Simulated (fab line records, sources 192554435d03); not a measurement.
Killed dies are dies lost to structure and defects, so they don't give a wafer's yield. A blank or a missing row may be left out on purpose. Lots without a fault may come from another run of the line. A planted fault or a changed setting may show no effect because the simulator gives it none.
Which tool did it? | flow n5_finfet | 10 lots, 29 wafers sampled, at 2 steps of a route of 1938

WHAT THE GAUGES READ, wafer by wafer
N5_BEOL_M12_INSPECT_12: inspects for defects (macro).
lot  | measured     | on                | raw_defect_count
L360 | day 11 02:19 | defect_inspect-01 | 2 5 2
L363 | day 11 11:38 | defect_inspect-02 | 2 4 2
L365 | day 12 02:05 | defect_inspect-02 | 2 2 3
L366 | day 12 02:38 | defect_inspect-01 | 3 1 3
L367 | day 12 12:12 | defect_inspect-01 | 3 1 2
L369 | day 13 05:43 | defect_inspect-01 | 3 2 1
L370 | day 13 16:02 | defect_inspect-01 | 1 3
L378 | day 15 15:02 | defect_inspect-01 | 1 2 4
L380 | day 16 03:17 | defect_inspect-02 | 4 2 3
L381 | day 16 23:37 | defect_inspect-02 | 4 1 1

WHICH TOOL RAN EACH LOT (tool, then ch and the chambers of the sampled wafers, then the start)
lot  | N5_BEOL_M11_DEP_56
L360 | pecvd-04 ch 0,1, day 11 01:34
L363 | pecvd-02 ch 0,2, day 11 11:00
L365 | pecvd-03 ch 0,2, day 12 01:28
L366 | pecvd-04 ch 1,2, day 12 01:54
L367 | pecvd-04 ch 0,1, day 12 11:35
L369 | pecvd-03 ch 0,2, day 13 05:05
L370 | pecvd-03 ch 0,2, day 13 15:10
L378 | pecvd-02 ch 0,1,2, day 15 14:17
L380 | pecvd-02 ch 0,1,2, day 16 02:31
L381 | pecvd-04 ch 0,1,2, day 16 23:01
- N5_BEOL_M11_DEP_56: deposits SiCN from 3MS/NH3, target thk 30 nm, time 10.5 s.

THE ANSWER, worked out from the rows above alone
Rule: what is usual is taken from the lots themselves. Put in order of their means at a reading, lots are off if they are a third of the lots or fewer, leave a main group of 4 or more, and stand apart from it by a gap of 3 or more times the standard deviation of the main group's means; of several such gaps the widest counts. A main group whose means are all the same, to the digits that the tables above print for the reading, isn't used. A lot without any number at a reading at which 4 lots or more have one is off too. The other lots that the step has rows for count as sound.
No lot is off at any reading shown: from this, nothing can be told.

WHAT THE SIMULATOR HAD PUT IN
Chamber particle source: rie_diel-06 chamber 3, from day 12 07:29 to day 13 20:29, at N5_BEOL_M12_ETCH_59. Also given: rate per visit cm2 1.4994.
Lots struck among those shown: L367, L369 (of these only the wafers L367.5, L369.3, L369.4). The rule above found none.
